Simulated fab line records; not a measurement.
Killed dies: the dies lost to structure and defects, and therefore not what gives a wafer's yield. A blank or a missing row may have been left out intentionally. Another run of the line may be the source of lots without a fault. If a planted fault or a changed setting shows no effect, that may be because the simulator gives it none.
The tool behind it: which one? | flow nand-harc | Sampling: 24 lots, 72 wafers, 6 of 1159 route steps

== WHAT EACH GAUGE READ, for each wafer ==
NHARC_A_BLC_CD_MEAS_10: the cd target is 100 nm.
lot  | measured     | on        | cd-nm (nm)
L075 | day 18 04:28 | cd-sem-02 | 99.7 99.7 99.4
L076 | day 18 06:24 | cd-sem-03 | 100.5 100.3 100.6
L074 | day 18 08:11 | cd-sem-02 | 100.0 100.8 100.2
L078 | day 18 09:29 | cd-sem-02 | 99.3 100.3 99.6
L077 | day 18 10:20 | cd-sem-02 | 99.9 100.2 100.5
L079 | day 18 12:35 | cd-sem-02 | 100.9 100.6 100.5
L081 | day 19 12:00 | cd-sem-03 | 99.5 99.2 100.1
L080 | day 19 12:09 | cd-sem-02 | 100.1 100.5 100.0
L083 | day 19 16:22 | cd-sem-01 | 99.4 99.5 99.9
L082 | day 19 22:32 | cd-sem-02 | 99.8 99.8 99.7
L084 | day 21 01:53 | cd-sem-02 | 100.3 100.2 99.6
L087 | day 21 03:01 | cd-sem-02 | 99.2 98.9 99.4
L088 | day 21 05:38 | cd-sem-03 | 100.2 100.0 99.0
L086 | day 21 14:28 | cd-sem-03 | 99.8 100.2 100.2
L091 | day 21 20:20 | cd-sem-03 | 100.5 100.4 101.1
L085 | day 22 03:58 | cd-sem-01 | 99.2 99.6 99.8
L089 | day 22 04:49 | cd-sem-01 | 100.4 99.5 100.9
L090 | day 22 05:26 | cd-sem-02 | 100.9 99.9 100.4
L093 | day 22 05:39 | cd-sem-03 | 100.4 99.7 100.7
L092 | day 22 06:15 | cd-sem-01 | 99.9 99.7 100.7
L094 | day 22 12:32 | cd-sem-02 | 99.5 100.3 100.1
L095 | day 22 17:23 | cd-sem-02 | 99.1 99.5 99.4
L097 | day 22 17:37 | cd-sem-03 | 100.3 101.5 101.3
L096 | day 22 21:08 | cd-sem-02 | 100.0 99.9 100.2

== WHICH TOOL RAN EACH LOT (tool, then ch and the chambers of the sampled wafers, then the start) ==
lot  | NHARC_A_CONTACT_ETCH_133             | NHARC_A_CONTACT_ETCH_97                       | NHARC_A_CONTACT_ETCH_106           | NHARC_A_CONTACT_DESCUM_13          | NHARC_A_CONTACT_CVD_19
L075 | har-cap-etch-01 ch 0,1, day 17 00:33 | rie-diel-01 ch 0,2,3, day 17 01:39 or earlier | rie-diel-01 ch 0,1,2, day 17 01:39 | rie-diel-05 ch 0,1,2, day 17 05:53 | cvd-w-02 ch 0,1, day 18 02:48
L076 | har-cap-etch-03 ch 0,1, day 17 02:13 | rie-diel-13 ch 0,1,3, day 17 03:14 or earlier | rie-diel-13 ch 1,2,3, day 17 03:14 | rie-diel-13 ch 1,2,3, day 17 07:17 | cvd-w-02 ch 0,1, day 18 06:24 or earlier
L074 | har-cap-etch-02 ch 0,1, day 17 08:03 | rie-diel-05 ch 1,2, day 17 09:13 or earlier   | rie-diel-05 ch 0,1,3, day 17 09:13 | rie-diel-01 ch 1,2,3, day 17 11:55 | cvd-w-02 ch 0,1, day 18 08:11 or earlier
L078 | har-cap-etch-02 ch 0,1, day 17 11:15 | rie-diel-01 ch 1,2,3, day 17 12:26 or earlier | rie-diel-01 ch 0,1, day 17 12:26   | rie-diel-05 ch 0,3, day 17 15:11   | cvd-w-02 ch 0,1, day 18 09:29 or earlier
L077 | har-cap-etch-03 ch 0,1, day 17 11:27 | rie-diel-13 ch 0,3, day 17 12:39 or earlier   | rie-diel-05 ch 0,1,2, day 17 12:39 | rie-diel-05 ch 0,2,3, day 17 15:35 | cvd-w-02 ch 0,1, day 18 10:20 or earlier
L079 | har-cap-etch-02 ch 0,1, day 17 15:52 | rie-diel-13 ch 0,2,3, day 17 17:07 or earlier | rie-diel-05 ch 0,1,2, day 17 17:07 | rie-diel-01 ch 1,2,3, day 17 21:07 | cvd-w-02 ch 0,1, day 18 12:35 or earlier
L081 | har-cap-etch-02 ch 0,1, day 18 17:41 | rie-diel-01 ch 1,2,3, day 18 19:00 or earlier | rie-diel-13 ch 0,1,3, day 18 19:00 | rie-diel-05 ch 0,2,3, day 18 21:44 | cvd-w-01 ch 0,1, day 19 12:00 or earlier
L080 | har-cap-etch-03 ch 0,1, day 18 20:33 | rie-diel-05 ch 1,2, day 18 21:41 or earlier   | rie-diel-01 ch 1,2,3, day 18 21:41 | rie-diel-05 ch 0,2,3, day 19 00:56 | cvd-w-02 ch 0, day 19 12:09 or earlier
L083 | har-cap-etch-01 ch 0,1, day 19 07:16 | rie-diel-01 ch 1,3, day 19 08:17 or earlier   | rie-diel-05 ch 0,3, day 19 08:17   | rie-diel-01 ch 1,3, day 19 11:07   | cvd-w-01 ch 0,1, day 19 16:22 or earlier
L082 | har-cap-etch-02 ch 0,1, day 19 09:41 | rie-diel-01 ch 0,2,3, day 19 10:41 or earlier | rie-diel-05 ch 1,3, day 19 10:41   | rie-diel-13 ch 1,2, day 19 13:34   | cvd-w-01 ch 0,1, day 19 22:32 or earlier
L084 | har-cap-etch-03 ch 0,1, day 20 13:05 | rie-diel-13 ch 1,2,3, day 20 14:10 or earlier | rie-diel-13 ch 0,1,2, day 20 14:10 | rie-diel-05 ch 1,2,3, day 20 19:00 | cvd-w-02 ch 0,1, day 21 01:53 or earlier
L087 | har-cap-etch-01 ch 0,1, day 20 13:14 | rie-diel-05 ch 1,2,3, day 20 13:52            | rie-diel-13 ch 0,1,3, day 20 14:23 | rie-diel-01 ch 2,3, day 20 19:49   | cvd-w-02 ch 0,1, day 21 03:01 or earlier
L088 | har-cap-etch-01 ch 0,1, day 20 16:47 | rie-diel-01 ch 1,2, day 20 17:52 or earlier   | rie-diel-01 ch 1,2,3, day 20 17:52 | rie-diel-05 ch 0,3, day 21 00:20   | cvd-w-02 ch 0,1, day 21 05:38 or earlier
L086 | har-cap-etch-01 ch 1, day 20 21:13   | rie-diel-05 ch 0,1,2, day 20 22:23 or earlier | rie-diel-05 ch 1,3, day 20 22:23   | rie-diel-05 ch 1,2,3, day 21 09:14 | cvd-w-01 ch 0,1, day 21 14:28 or earlier
L091 | har-cap-etch-03 ch 0,1, day 20 23:26 | rie-diel-05 ch 0,2,3, day 21 00:31 or earlier | rie-diel-01 ch 1,2,3, day 21 00:31 | rie-diel-05 ch 1,2, day 21 12:12   | cvd-w-01 ch 0, day 21 20:20 or earlier
L085 | har-cap-etch-01 ch 0,1, day 21 01:19 | rie-diel-01 ch 0,2, day 21 02:25 or earlier   | rie-diel-05 ch 1,3, day 21 02:25   | rie-diel-13 ch 0,3, day 21 13:59   | cvd-w-01 ch 0,1, day 22 03:58 or earlier
L089 | har-cap-etch-03 ch 0,1, day 21 07:04 | rie-diel-13 ch 1,2,3, day 21 08:08 or earlier | rie-diel-05 ch 1,2,3, day 21 08:08 | rie-diel-05 ch 0,1,2, day 21 17:17 | cvd-w-01 ch 0,1, day 22 04:49 or earlier
L090 | har-cap-etch-01 ch 0,1, day 21 14:30 | rie-diel-13 ch 0,1,3, day 21 15:34 or earlier | rie-diel-13 ch 0,2,3, day 21 15:34 | rie-diel-05 ch 0,1,2, day 21 18:55 | cvd-w-01 ch 0,1, day 22 05:26 or earlier
L093 | har-cap-etch-01 ch 0,1, day 21 17:19 | rie-diel-05 ch 1,2,3, day 21 19:25 or earlier | rie-diel-05 ch 0,1,3, day 21 19:25 | rie-diel-13 ch 0,1,3, day 21 23:21 | cvd-w-02 ch 0,1, day 22 05:39 or earlier
L092 | har-cap-etch-03 ch 0,1, day 21 18:47 | rie-diel-05 ch 1,2,3, day 21 20:22 or earlier | rie-diel-05 ch 1,2,3, day 21 20:22 | rie-diel-05 ch 0,1, day 22 00:11   | cvd-w-01 ch 0,1, day 22 06:15 or earlier
L094 | har-cap-etch-01 ch 0,1, day 22 01:46 | rie-diel-13 ch 1,3, day 22 02:59 or earlier   | rie-diel-05 ch 2,3, day 22 02:59   | rie-diel-01 ch 0,1,2, day 22 06:32 | cvd-w-01 ch 1, day 22 12:32 or earlier
L095 | har-cap-etch-01 ch 0,1, day 22 08:01 | rie-diel-01 ch 0,2,3, day 22 09:06 or earlier | rie-diel-01 ch 0,1,2, day 22 09:06 | rie-diel-05 ch 0,1,3, day 22 11:55 | cvd-w-01 ch 0,1, day 22 17:23 or earlier
L097 | har-cap-etch-02 ch 0,1, day 22 08:35 | rie-diel-05 ch 1,2,3, day 22 09:35 or earlier | rie-diel-05 ch 0,1,2, day 22 09:35 | rie-diel-13 ch 1,2, day 22 12:19   | cvd-w-02 ch 0,1, day 22 17:37 or earlier
L096 | har-cap-etch-01 ch 0,1, day 22 12:11 | rie-diel-01 ch 0,1,2, day 22 13:14 or earlier | rie-diel-05 ch 1,2,3, day 22 13:14 | rie-diel-13 ch 0,1,2, day 22 15:59 | cvd-w-01 ch 0,1, day 22 21:08 or earlier
- NHARC_A_CONTACT_ETCH_133: etches the open film in C4F8/O2/Ar, time 195 s, target depth 840 nm.
- NHARC_A_CONTACT_ETCH_97: etches the open film in C4F6/O2, target depth 20 nm, time 10 s.
- NHARC_A_CONTACT_ETCH_106: etches the open film in CF4/O2, target depth 60 nm, overetch 6 nm, time 33 s.
- NHARC_A_CONTACT_DESCUM_13: chemistry O2, time 3 s.
- NHARC_A_CONTACT_CVD_19: deposits W, target thk 300 nm, time 802 s.

== WHAT THE TOOLS THEMSELVES READ (means of the sampled wafers that have a number; where no wafer has one, the mark that the record gives instead) ==
NHARC_A_CONTACT_ETCH_97.
lot  | tool        | drypump-motor-current-A (A) | oes-product-au (a.u.) | rf-fwd-power-W (W) | rf-vpp-V (V) | showerhead-plenum-p-Torr (Torr) | throttle-valve-pct (%)
L075 | rie-diel-01 | 6.1                         | 0.946                 | 585.8              | 547          | 3.93                            | 26.899
L076 | rie-diel-13 | 5.7                         | 0.951                 | 584.9              | 542          | 3.69                            | 26.901
L074 | rie-diel-05 | 5.6                         | 0.938                 | 587.7              | 545          | 3.82                            | 26.903
L078 | rie-diel-01 | 5.7                         | 0.948                 | 584.1              | 547          | 3.95                            | 26.901
L077 | rie-diel-13 | 5.4                         | 0.973                 | 586.3              | 542          | 3.68                            | 26.901
L079 | rie-diel-13 | 5.7                         | 0.972                 | 587.2              | 543          | 3.74                            | 26.910
L081 | rie-diel-01 | 5.7                         | 0.937                 | 584.9              | 548          | 3.94                            | 26.894
L080 | rie-diel-05 | 5.2                         | 0.937                 | 584.9              | 546          | 3.86                            | 26.903
L083 | rie-diel-01 | 5.5                         | 0.955                 | 583.4              | 548          | 3.97                            | 26.902
L082 | rie-diel-01 | 6.1                         | 0.961                 | 587.0              | 547          | 3.91                            | 26.902
L084 | rie-diel-13 | 6.1                         | 0.938                 | 586.9              | 550          | 4.08                            | 26.904
L087 | rie-diel-05 | 5.3                         | 0.953                 | 585.4              | 546          | 3.85                            | 26.905
L088 | rie-diel-01 | 5.5                         | 0.952                 | 585.0              | 548          | 3.99                            | 26.898
L086 | rie-diel-05 | 5.6                         | 0.966                 | 585.7              | 545          | 3.83                            | 26.901
L091 | rie-diel-05 | 5.2                         | 0.939                 | 586.3              | 546          | 3.86                            | 26.903
L085 | rie-diel-01 | 6.2                         | 0.945                 | 589.8              | 547          | 3.93                            | 26.904
L089 | rie-diel-13 | 6.1                         | 0.953                 | 585.5              | 550          | 4.08                            | 26.903
L090 | rie-diel-13 | 5.7                         | 0.937                 | 585.7              | 550          | 4.06                            | 26.902
L093 | rie-diel-05 | 5.3                         | 0.985                 | 585.4              | 545          | 3.84                            | 26.908
L092 | rie-diel-05 | 5.3                         | 0.982                 | 585.1              | 545          | 3.84                            | 26.905
L094 | rie-diel-13 | 6.1                         | 0.999                 | 585.4              | 554          | 4.22                            | 26.896
L095 | rie-diel-01 | 6.1                         | 1.014                 | 587.1              | 546          | 3.90                            | 26.899
L097 | rie-diel-05 | 5.3                         | 0.942                 | 585.6              | 545          | 3.84                            | 26.910
L096 | rie-diel-01 | 5.9                         | 0.946                 | 586.5              | 548          | 3.95                            | 26.900

NHARC_A_CONTACT_ETCH_106.
lot  | tool        | drypump-motor-current-A (A) | oes_o_777_au (a.u.) | oes-product-au (a.u.) | rf-fwd-power-W (W) | rf-vpp-V (V) | showerhead-plenum-p-Torr (Torr) | throttle-valve-pct (%)
L075 | rie-diel-01 | 5.9                         | 0.998               | 0.996                 | 294.7              | 198.8        | 1.36                            | 13.391
L076 | rie-diel-13 | 6.0                         | 1.003               | 1.006                 | 294.1              | 196.5        | 1.25                            | 13.385
L074 | rie-diel-05 | 5.6                         | 0.999               | 0.992                 | 295.6              | 197.8        | 1.30                            | 13.406
L078 | rie-diel-01 | 5.5                         | 0.998               | 0.994                 | 293.7              | 198.9        | 1.38                            | 13.395
L077 | rie-diel-05 | 5.5                         | 1.001               | 0.997                 | 295.0              | 197.1        | 1.30                            | 13.387
L079 | rie-diel-05 | 5.5                         | 1.000               | 0.996                 | 294.8              | 196.5        | 1.30                            | 13.387
L081 | rie-diel-13 | 5.7                         | 1.001               | 1.001                 | 296.5              | 196.2        | 1.25                            | 13.398
L080 | rie-diel-01 | 5.7                         | 0.999               | 0.998                 | 293.9              | 197.6        | 1.34                            | 13.400
L083 | rie-diel-05 | 5.3                         | 1.000               | 0.997                 | 295.9              | 196.7        | 1.31                            | 13.399
L082 | rie-diel-05 | 5.7                         | 0.999               | 0.994                 | 296.2              | 196.8        | 1.29                            | 13.396
L084 | rie-diel-13 | 6.0                         | 0.999               | 0.999                 | 294.9              | 197.5        | 1.33                            | 13.397
L087 | rie-diel-13 | 5.7                         | 1.000               | 1.003                 | 296.0              | 198.5        | 1.39                            | 13.404
L088 | rie-diel-01 | 5.7                         | 0.997               | 0.998                 | 292.8              | 197.5        | 1.34                            | 13.397
L086 | rie-diel-05 | 5.4                         | 1.002               | 1.004                 | 295.4              | 196.5        | 1.31                            | 13.394
L091 | rie-diel-01 | 5.7                         | 0.999               | 0.997                 | 293.2              | 198.3        | 1.34                            | 13.400
L085 | rie-diel-05 | 5.7                         | 1.002               | 1.000                 | 296.9              | 196.8        | 1.29                            | 13.397
L089 | rie-diel-05 | 5.3                         | 1.001               | 0.994                 | 296.2              | 196.4        | 1.31                            | 13.398
L090 | rie-diel-13 | 5.7                         | 1.001               | 1.006                 | 295.5              | 197.8        | 1.33                            | 13.396
L093 | rie-diel-05 | 5.6                         | 1.000               | 1.000                 | 295.8              | 197.0        | 1.30                            | 13.396
L092 | rie-diel-05 | 5.3                         | 1.005               | 0.998                 | 295.7              | 197.7        | 1.31                            | 13.386
L094 | rie-diel-05 | 4.9                         | 0.995               | 0.996                 | 296.6              | 197.0        | 1.32                            | 13.403
L095 | rie-diel-01 | 5.9                         | 0.997               | 1.008                 | 295.3              | 198.1        | 1.35                            | 13.401
L097 | rie-diel-05 | 5.5                         | 0.996               | 0.995                 | 295.3              | 197.1        | 1.30                            | 13.389
L096 | rie-diel-05 | 5.2                         | 1.003               | 1.007                 | 296.7              | 196.7        | 1.31                            | 13.390

NHARC_A_CONTACT_DESCUM_13.
lot  | tool        | drypump-motor-current-A (A) | oes-product-au (a.u.) | rf-vpp-V (V) | showerhead-plenum-p-Torr (Torr) | throttle-valve-pct (%)
L075 | rie-diel-05 | 5.5                         | 0.998                 | 58.6         | 1.86                            | 11.308
L076 | rie-diel-13 | 6.0                         | 1.012                 | 57.6         | 1.80                            | 11.311
L074 | rie-diel-01 | 5.7                         | 0.998                 | 57.6         | 1.93                            | 11.310
L078 | rie-diel-05 | 5.5                         | 0.994                 | 57.8         | 1.87                            | 11.307
L077 | rie-diel-05 | 5.2                         | 0.994                 | 57.0         | 1.88                            | 11.310
L079 | rie-diel-01 | 5.7                         | 0.997                 | 57.2         | 1.92                            | 11.313
L081 | rie-diel-05 | 5.2                         | 0.996                 | 58.0         | 1.88                            | 11.313
L080 | rie-diel-05 | 5.2                         | 0.989                 | 57.6         | 1.88                            | 11.313
L083 | rie-diel-01 | 5.3                         | 1.000                 | 58.6         | 1.97                            | 11.314
L082 | rie-diel-13 | 6.4                         | 1.000                 | 57.4         | 1.79                            | 11.315
L084 | rie-diel-05 | 5.3                         | 0.996                 | 57.4         | 1.87                            | 11.305
L087 | rie-diel-01 | 5.9                         | 0.995                 | 57.7         | 1.89                            | 11.312
L088 | rie-diel-05 | 5.3                         | 0.990                 | 57.1         | 1.88                            | 11.309
L086 | rie-diel-05 | 5.3                         | 1.009                 | 57.5         | 1.87                            | 11.307
L091 | rie-diel-05 | 5.7                         | 1.012                 | 58.1         | 1.85                            | 11.312
L085 | rie-diel-13 | 5.4                         | 1.000                 | 57.9         | 1.99                            | 11.310
L089 | rie-diel-05 | 5.6                         | 0.999                 | 57.8         | 1.86                            | 11.306
L090 | rie-diel-05 | 5.6                         | 0.994                 | 57.7         | 1.86                            | 11.317
L093 | rie-diel-13 | 5.7                         | 1.002                 | 57.5         | 1.99                            | 11.314
L092 | rie-diel-05 | 6.0                         | 0.995                 | 57.6         | 1.84                            | 11.316
L094 | rie-diel-01 | 5.9                         | 1.009                 | 58.1         | 1.93                            | 11.308
L095 | rie-diel-05 | 5.6                         | 0.998                 | 57.7         | 1.86                            | 11.303
L097 | rie-diel-13 | 6.4                         | 1.001                 | 57.7         | 1.99                            | 11.309
L096 | rie-diel-13 | 6.0                         | 1.004                 | 58.5         | 1.91                            | 11.306

NHARC_A_CONTACT_CVD_19.
lot  | tool     | heater-power-w (W) | throttle-valve-pct (%)
L075 | cvd-w-02 | 519                | 8.01
L076 | cvd-w-02 | 470                | 7.99
L074 | cvd-w-02 | 477                | 7.94
L078 | cvd-w-02 | 477                | 8.00
L077 | cvd-w-02 | 479                | 7.95
L079 | cvd-w-02 | 469                | 7.97
L081 | cvd-w-01 | 485                | 8.15
L080 | cvd-w-02 | 573                | 8.24
L083 | cvd-w-01 | 502                | 8.14
L082 | cvd-w-01 | 492                | 8.06
L084 | cvd-w-02 | 527                | 8.14
L087 | cvd-w-02 | 466                | 7.95
L088 | cvd-w-02 | 531                | 8.08
L086 | cvd-w-01 | 511                | 8.17
L091 | cvd-w-01 | 499                | 7.99
L085 | cvd-w-01 | 496                | 8.07
L089 | cvd-w-01 | 503                | 8.00
L090 | cvd-w-01 | 511                | 7.98
L093 | cvd-w-02 | 483                | 7.89
L092 | cvd-w-01 | 507                | 7.84
L094 | cvd-w-01 | 523                | 8.03
L095 | cvd-w-01 | 513                | 7.90
L097 | cvd-w-02 | 521                | 8.04
L096 | cvd-w-01 | 495                | 8.05

== THE ANSWER, worked out from the rows above alone ==
Rule: the lots themselves supply what counts as usual. The widest of any qualifying gaps counts: lots, ordered by their means at a reading, are off when they make up no more than a third of the lots, leave a main group of 4 or more, and stand apart from it by 3 or more times the standard deviation of that group's means. A main group whose means are all the same, to the digits that the tables above print for the reading, isn't used. A lot without any number at a reading at which 4 lots or more have one is off too. Any other lot the step has rows for is counted as sound. After the gauges, taken in route order, come the tools' own readings; for these a lot's mean is taken, as printed above. The first step at which some lot is off is used, and at that step the reading that is off furthest; a lot without a number counts as furthest.
No lot is off at any reading shown: from this, nothing can be told.

== WHAT THE SIMULATOR PUT IN ==
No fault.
